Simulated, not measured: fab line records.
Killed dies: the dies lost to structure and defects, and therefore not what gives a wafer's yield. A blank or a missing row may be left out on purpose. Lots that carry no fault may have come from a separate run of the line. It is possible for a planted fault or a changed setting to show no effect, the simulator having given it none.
Split-lot trial | flow n5Finfet | route with 1938 steps; 7 lots, 39 wafers read

## SPLIT DETAILS
At N5_GATE_CUT_ALD_22 (deposits SiNx, target thk 16 nm, pulse time 1 s, ald cycles 320), the setting aldCycles was moved away from the recipe's 320 on 9 of the 39 wafers read, by -44.7% to +57.8%. This setting was run at the recipe's value on the other wafers.

The reading comes from the split's own step.

## THE READING
SiNx_of_GATE_CUT_ALD_22.thkNm (the simulator's own value, which no gauge read), in nm, at N5_GATE_CUT_ALD_22 (deposits SiNx, target thk 16 nm, pulse time 1 s, ald cycles 320). The file does not state a usual value for it. The 30 wafers here that ran the recipe average 16.0 nm, standard deviation 0.068 nm.

wafer  | tool, chamber at the split | aldCycles as run | against the recipe | SiNx_of_GATE_CUT_ALD_22.thkNm, nm | against lot-mates on the recipe
L076.1 | aldSin-04, 2,3,1,0,1,2     | 320              | recipe             | 16                                | -
L076.2 | aldSin-04, 2,3,1,0,1,2     | 320              | recipe             | 16                                | -
L076.3 | aldSin-04, 2,3,1,0,1,2     | 320              | recipe             | 16                                | -
L076.4 | aldSin-04, 2,3,1,0,1,2     | 320              | recipe             | 16                                | -
L076.5 | aldSin-04, 2,3,1,0,1,2     | 320              | recipe             | 16                                | -
L076.6 | aldSin-04, 2,3,1,0,1,2     | 320              | recipe             | 16                                | -
L077.1 | aldSin-02, 1,2,0           | 320              | recipe             | 16                                | -
L077.2 | aldSin-02, 1,2,0           | 320              | recipe             | 16                                | -
L077.4 | aldSin-02, 1,2,0           | 320              | recipe             | 16                                | -
L077.3 | aldSin-02, 3               | 177              | -44.7%             | 8.6                               | -7.4
L077.5 | aldSin-02, 1,2             | 177              | -44.7%             | 8.8                               | -7.2
L077.6 | aldSin-02, 1,2             | 177              | -44.7%             | 8.8                               | -7.2
L079.1 | aldSin-04, 2,0,1           | 262              | -18.1%             | 13.2                              | -2.8
L079.2 | aldSin-04, 2,0,1           | 262              | -18.1%             | 13.2                              | -2.8
L079.6 | aldSin-04, 2,0,1           | 262              | -18.1%             | 13.2                              | -2.8
L079.3 | aldSin-04, 3,1,0           | 320              | recipe             | 16                                | -
L079.4 | aldSin-04, 3,1,0           | 320              | recipe             | 16                                | -
L079.5 | aldSin-04, 3,1,0           | 320              | recipe             | 16                                | -
L080.1 | aldSin-04, 1,2,3           | 320              | recipe             | 16                                | -
L080.2 | aldSin-04, 1,2,3           | 320              | recipe             | 16                                | -
L080.6 | aldSin-04, 1,2,3           | 320              | recipe             | 16                                | -
L080.3 | aldSin-04, 3,0,2           | 505              | +57.8%             | 25.2                              | +9.2
L080.4 | aldSin-04, 3,0,2           | 505              | +57.8%             | 25.2                              | +9.2
L080.5 | aldSin-04, 3,0,2           | 505              | +57.8%             | 25.2                              | +9.2
L085.1 | aldSin-03, 1,3,3           | 320              | recipe             | 16                                | -
L085.2 | aldSin-03, 1,3,3           | 320              | recipe             | 16                                | -
L085.5 | aldSin-03, 1,3,3           | 320              | recipe             | 16                                | -
L085.3 | aldSin-03, 2,0,0           | 320              | recipe             | 16.2                              | -
L085.4 | aldSin-03, 2,0,0           | 320              | recipe             | 16.2                              | -
L085.6 | aldSin-03, 2,0,0           | 320              | recipe             | 16.2                              | -
L086.1 | aldSin-03, 3,1,0,2,2       | 320              | recipe             | 16                                | -
L086.2 | aldSin-03, 3,1,0,2,2       | 320              | recipe             | 16                                | -
L086.3 | aldSin-03, 3,1,0,2,2       | 320              | recipe             | 16                                | -
L086.4 | aldSin-03, 3,1,0,2,2       | 320              | recipe             | 16                                | -
L086.6 | aldSin-03, 3,1,0,2,2       | 320              | recipe             | 16                                | -
L086.5 | aldSin-03, 1               | 320              | recipe             | 16.2                              | -
L094.2 | aldSin-03, 3,1,3           | 320              | recipe             | 16                                | -
L094.4 | aldSin-03, 3,1,3           | 320              | recipe             | 16                                | -
L094.5 | aldSin-03, 3,1,3           | 320              | recipe             | 16                                | -
The file does not say which wafer passed through which chamber wherever a row lists several chambers: such a row stands for several wafers.

FIT RESULTS
A straight line over all 39 wafers: SiNx_of_GATE_CUT_ALD_22.thkNm changes by +0.16 nm for each +1% of aldCycles; r = +1.00; the points scatter about the line by 0.083 nm.
The same after taking each lot's own level away (the mean of its wafers on the recipe; 39 wafers): +0.16 nm for each +1%; r = +1.00; scatter 0.073 nm.
Per that fit: largest aldCycles move, reading shift of 9.3 nm.
The lots' own levels span 16.00 to 16.10 nm, that is 1.5 times the standard deviation above.
The two slopes are in agreement: the lot-to-lot level therefore moves the slope only a little.
Check: +9.26 nm against its lot-mates is what the line predicts for one of the wafers moved furthest among these (+57.8%) when that wafer is left out of the fit. Against them it came out at +9.2 nm.

## FURTHER SPLITS ON THESE WAFERS
Other splits were also applied to these wafers ahead of the reading. Each is held against what the fit with the lots' levels taken away leaves over:
other split on the same wafers        | wafers away from the commonest value | r with SiNx_of_GATE_CUT_ALD_22.thkNm (lot level and that fit taken away)
N5_ZERO_LAYER_DEVELOP_10 developTimeS | 15                                   | -0.16
N5_FIN_SAQP_PECVD_06 timeS            | 15                                   | +0.16

## THE FILE'S OWN FIT
SiNx_of_GATE_CUT_ALD_22.thkNm changes by +0.16 nm for each +1% of aldCycles, r = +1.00.
